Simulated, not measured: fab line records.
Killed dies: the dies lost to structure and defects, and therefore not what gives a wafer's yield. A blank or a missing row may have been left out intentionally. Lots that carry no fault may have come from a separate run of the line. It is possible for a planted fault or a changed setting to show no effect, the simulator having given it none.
Split-lot trial / flow n5-finfet / 7 lots, 39 wafers read, on a route of 1938 steps

== THE SPLIT ==
At N5_BEOL_M7_DESCUM_33 (chemistry O2, time 7 s), the setting time-s was moved away from the recipe's 7 s on 15 of the 39 wafers read, by -49.7% to +50.7%. The other wafers ran this setting at the recipe's value.

Split to reading: the file shows no intervening step.

== THE READING ==
CAR-EUV_of_BEOL_M7_COAT_22.thk-nm (the simulator's own value, which no gauge read), in nm, at N5_BEOL_M7_ETCH_72 (etches underlayer in N2/H2, target depth 6.5 nm, time 5.2 s). No usual value for it is given in the file. Average 20.3 nm, standard deviation 0.11 nm, over the 24 wafers here run with the recipe.

wafer=L075.1; tool, chamber at the split=rie-diel-03, 2,3,1; time-s as run, s=7; against the recipe=recipe; CAR-EUV_of_BEOL_M7_COAT_22.thk-nm, nm=20.4; against lot-mates on the recipe=-
wafer=L075.2; tool, chamber at the split=rie-diel-03, 2,3,1; time-s as run, s=7; against the recipe=recipe; CAR-EUV_of_BEOL_M7_COAT_22.thk-nm, nm=20.4; against lot-mates on the recipe=-
wafer=L075.3; tool, chamber at the split=rie-diel-03, 2,3,1; time-s as run, s=7; against the recipe=recipe; CAR-EUV_of_BEOL_M7_COAT_22.thk-nm, nm=20.4; against lot-mates on the recipe=-
wafer=L075.4; tool, chamber at the split=rie-diel-03, 0,1; time-s as run, s=8.764; against the recipe=+25.2%; CAR-EUV_of_BEOL_M7_COAT_22.thk-nm, nm=19.4; against lot-mates on the recipe=-1.0
wafer=L075.5; tool, chamber at the split=rie-diel-03, 0; time-s as run, s=8.764; against the recipe=+25.2%; CAR-EUV_of_BEOL_M7_COAT_22.thk-nm, nm=19.4; against lot-mates on the recipe=-1.0
wafer=L075.6; tool, chamber at the split=rie-diel-03, 0,1; time-s as run, s=8.764; against the recipe=+25.2%; CAR-EUV_of_BEOL_M7_COAT_22.thk-nm, nm=19.6; against lot-mates on the recipe=-0.8
wafer=L084.1; tool, chamber at the split=rie-diel-03, 1,0,2,3,3; time-s as run, s=7; against the recipe=recipe; CAR-EUV_of_BEOL_M7_COAT_22.thk-nm, nm=20.4; against lot-mates on the recipe=-
wafer=L084.2; tool, chamber at the split=rie-diel-03, 1,0,2,3,3; time-s as run, s=7; against the recipe=recipe; CAR-EUV_of_BEOL_M7_COAT_22.thk-nm, nm=20.4; against lot-mates on the recipe=-
wafer=L084.3; tool, chamber at the split=rie-diel-03, 1,0,2,3,3; time-s as run, s=7; against the recipe=recipe; CAR-EUV_of_BEOL_M7_COAT_22.thk-nm, nm=20.4; against lot-mates on the recipe=-
wafer=L084.4; tool, chamber at the split=rie-diel-03, 1,0,2,3,3; time-s as run, s=7; against the recipe=recipe; CAR-EUV_of_BEOL_M7_COAT_22.thk-nm, nm=20.4; against lot-mates on the recipe=-
wafer=L084.5; tool, chamber at the split=rie-diel-03, 2; time-s as run, s=7; against the recipe=recipe; CAR-EUV_of_BEOL_M7_COAT_22.thk-nm, nm=20.4; against lot-mates on the recipe=-
wafer=L084.6; tool, chamber at the split=rie-diel-03, 1,0,2,3,3; time-s as run, s=7; against the recipe=recipe; CAR-EUV_of_BEOL_M7_COAT_22.thk-nm, nm=20.4; against lot-mates on the recipe=-
wafer=L082.1; tool, chamber at the split=rie-diel-03, 0,1,2; time-s as run, s=9.351; against the recipe=+33.6%; CAR-EUV_of_BEOL_M7_COAT_22.thk-nm, nm=19.4; against lot-mates on the recipe=-0.9
wafer=L082.2; tool, chamber at the split=rie-diel-03, 3,1,2; time-s as run, s=7; against the recipe=recipe; CAR-EUV_of_BEOL_M7_COAT_22.thk-nm, nm=20.2; against lot-mates on the recipe=-
wafer=L082.4; tool, chamber at the split=rie-diel-03, 3,1,2; time-s as run, s=7; against the recipe=recipe; CAR-EUV_of_BEOL_M7_COAT_22.thk-nm, nm=20.2; against lot-mates on the recipe=-
wafer=L082.3; tool, chamber at the split=rie-diel-03, 3,1,2; time-s as run, s=7; against the recipe=recipe; CAR-EUV_of_BEOL_M7_COAT_22.thk-nm, nm=20.4; against lot-mates on the recipe=-
wafer=L082.5; tool, chamber at the split=rie-diel-03, 0,1,2; time-s as run, s=9.351; against the recipe=+33.6%; CAR-EUV_of_BEOL_M7_COAT_22.thk-nm, nm=19.2; against lot-mates on the recipe=-1.1
wafer=L082.6; tool, chamber at the split=rie-diel-03, 0,1,2; time-s as run, s=9.351; against the recipe=+33.6%; CAR-EUV_of_BEOL_M7_COAT_22.thk-nm, nm=19.2; against lot-mates on the recipe=-1.1
wafer=L087.1; tool, chamber at the split=rie-diel-04, 2,1,3; time-s as run, s=5.373; against the recipe=-23.2%; CAR-EUV_of_BEOL_M7_COAT_22.thk-nm, nm=21.2; against lot-mates on the recipe=+1.0
wafer=L087.2; tool, chamber at the split=rie-diel-04, 2,1,3; time-s as run, s=5.373; against the recipe=-23.2%; CAR-EUV_of_BEOL_M7_COAT_22.thk-nm, nm=21.2; against lot-mates on the recipe=+1.0
wafer=L087.3; tool, chamber at the split=rie-diel-04, 2,1,3; time-s as run, s=5.373; against the recipe=-23.2%; CAR-EUV_of_BEOL_M7_COAT_22.thk-nm, nm=21; against lot-mates on the recipe=+0.8
wafer=L087.4; tool, chamber at the split=rie-diel-04, 0; time-s as run, s=7; against the recipe=recipe; CAR-EUV_of_BEOL_M7_COAT_22.thk-nm, nm=20.2; against lot-mates on the recipe=-
wafer=L087.5; tool, chamber at the split=rie-diel-04, 0,3; time-s as run, s=7; against the recipe=recipe; CAR-EUV_of_BEOL_M7_COAT_22.thk-nm, nm=20.2; against lot-mates on the recipe=-
wafer=L087.6; tool, chamber at the split=rie-diel-04, 0,3; time-s as run, s=7; against the recipe=recipe; CAR-EUV_of_BEOL_M7_COAT_22.thk-nm, nm=20.2; against lot-mates on the recipe=-
wafer=L091.1; tool, chamber at the split=rie-diel-03, 3,1,1; time-s as run, s=3.524; against the recipe=-49.7%; CAR-EUV_of_BEOL_M7_COAT_22.thk-nm, nm=22; against lot-mates on the recipe=+1.7
wafer=L091.2; tool, chamber at the split=rie-diel-03, 3,1,1; time-s as run, s=3.524; against the recipe=-49.7%; CAR-EUV_of_BEOL_M7_COAT_22.thk-nm, nm=22; against lot-mates on the recipe=+1.7
wafer=L091.5; tool, chamber at the split=rie-diel-03, 3,1,1; time-s as run, s=3.524; against the recipe=-49.7%; CAR-EUV_of_BEOL_M7_COAT_22.thk-nm, nm=22; against lot-mates on the recipe=+1.7
wafer=L091.3; tool, chamber at the split=rie-diel-03, 0,2,2; time-s as run, s=7; against the recipe=recipe; CAR-EUV_of_BEOL_M7_COAT_22.thk-nm, nm=20.2; against lot-mates on the recipe=-
wafer=L091.4; tool, chamber at the split=rie-diel-03, 0,2,2; time-s as run, s=7; against the recipe=recipe; CAR-EUV_of_BEOL_M7_COAT_22.thk-nm, nm=20.4; against lot-mates on the recipe=-
wafer=L091.6; tool, chamber at the split=rie-diel-03, 0,2,2; time-s as run, s=7; against the recipe=recipe; CAR-EUV_of_BEOL_M7_COAT_22.thk-nm, nm=20.4; against lot-mates on the recipe=-
wafer=L094.3; tool, chamber at the split=rie-diel-03, 2; time-s as run, s=7; against the recipe=recipe; CAR-EUV_of_BEOL_M7_COAT_22.thk-nm, nm=20.4; against lot-mates on the recipe=-
wafer=L094.5; tool, chamber at the split=rie-diel-03, 2; time-s as run, s=7; against the recipe=recipe; CAR-EUV_of_BEOL_M7_COAT_22.thk-nm, nm=20.4; against lot-mates on the recipe=-
wafer=L094.4; tool, chamber at the split=rie-diel-03, 1; time-s as run, s=7; against the recipe=recipe; CAR-EUV_of_BEOL_M7_COAT_22.thk-nm, nm=20.6; against lot-mates on the recipe=-
wafer=L096.1; tool, chamber at the split=rie-diel-02, 3,0,2; time-s as run, s=7; against the recipe=recipe; CAR-EUV_of_BEOL_M7_COAT_22.thk-nm, nm=20.4; against lot-mates on the recipe=-
wafer=L096.2; tool, chamber at the split=rie-diel-02, 2,0,3; time-s as run, s=10.55; against the recipe=+50.7%; CAR-EUV_of_BEOL_M7_COAT_22.thk-nm, nm=18.4; against lot-mates on the recipe=-1.9
wafer=L096.3; tool, chamber at the split=rie-diel-02, 2,0,3; time-s as run, s=10.55; against the recipe=+50.7%; CAR-EUV_of_BEOL_M7_COAT_22.thk-nm, nm=18.4; against lot-mates on the recipe=-1.9
wafer=L096.4; tool, chamber at the split=rie-diel-02, 2,0,3; time-s as run, s=10.55; against the recipe=+50.7%; CAR-EUV_of_BEOL_M7_COAT_22.thk-nm, nm=18.6; against lot-mates on the recipe=-1.7
wafer=L096.5; tool, chamber at the split=rie-diel-02, 3,0,2; time-s as run, s=7; against the recipe=recipe; CAR-EUV_of_BEOL_M7_COAT_22.thk-nm, nm=20.2; against lot-mates on the recipe=-
wafer=L096.6; tool, chamber at the split=rie-diel-02, 3,0,2; time-s as run, s=7; against the recipe=recipe; CAR-EUV_of_BEOL_M7_COAT_22.thk-nm, nm=20.2; against lot-mates on the recipe=-
If several chambers appear in one row, that row covers several wafers at once and the file leaves open which wafer was in which chamber.

THE FIT
A straight line over all 39 wafers: CAR-EUV_of_BEOL_M7_COAT_22.thk-nm changes by -0.0346 nm for each +1% of time-s; r = -0.99; the points scatter about the line by 0.11 nm.
The same after taking each lot's own level away (the mean of its wafers on the recipe; 39 wafers): -0.0345 nm for each +1%; r = -0.99; scatter 0.099 nm.
That fit puts the effect of the largest move of time-s on the reading at 1.7 nm.
The lots' own levels span 20.20 to 20.47 nm, that is 2.5 times the standard deviation above.
So the lot-to-lot level changes the slope little: the two slopes agree.
Check: with one of the wafers moved furthest among these (+50.7%) left out of the fit, the line predicts -1.72 nm for it against its lot-mates. It came out at -1.87 nm against them.

== THE WHOLE CHAIN: every reading that the file lists as answering this split, in the file's order ==
step=N5_BEOL_M7_DESCUM_33; what it does=chemistry O2, time 7 s; reading=CAR-EUV_of_BEOL_M7_COAT_22.thk-nm (the simulator's own value, which no gauge read); change (the file's fit)=-0.0349 nm for each +1% of the setting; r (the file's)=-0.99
step=N5_BEOL_M7_ETCH_72; what it does=etches underlayer in N2/H2, target depth 6.5 nm, time 5.2 s; reading=CAR-EUV_of_BEOL_M7_COAT_22.thk-nm (the simulator's own value, which no gauge read); change (the file's fit)=-0.0344 nm for each +1% of the setting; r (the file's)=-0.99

== FILE'S OWN FIT ==
CAR-EUV_of_BEOL_M7_COAT_22.thk-nm changes by -0.0344 nm for each +1% of time-s, r = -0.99.
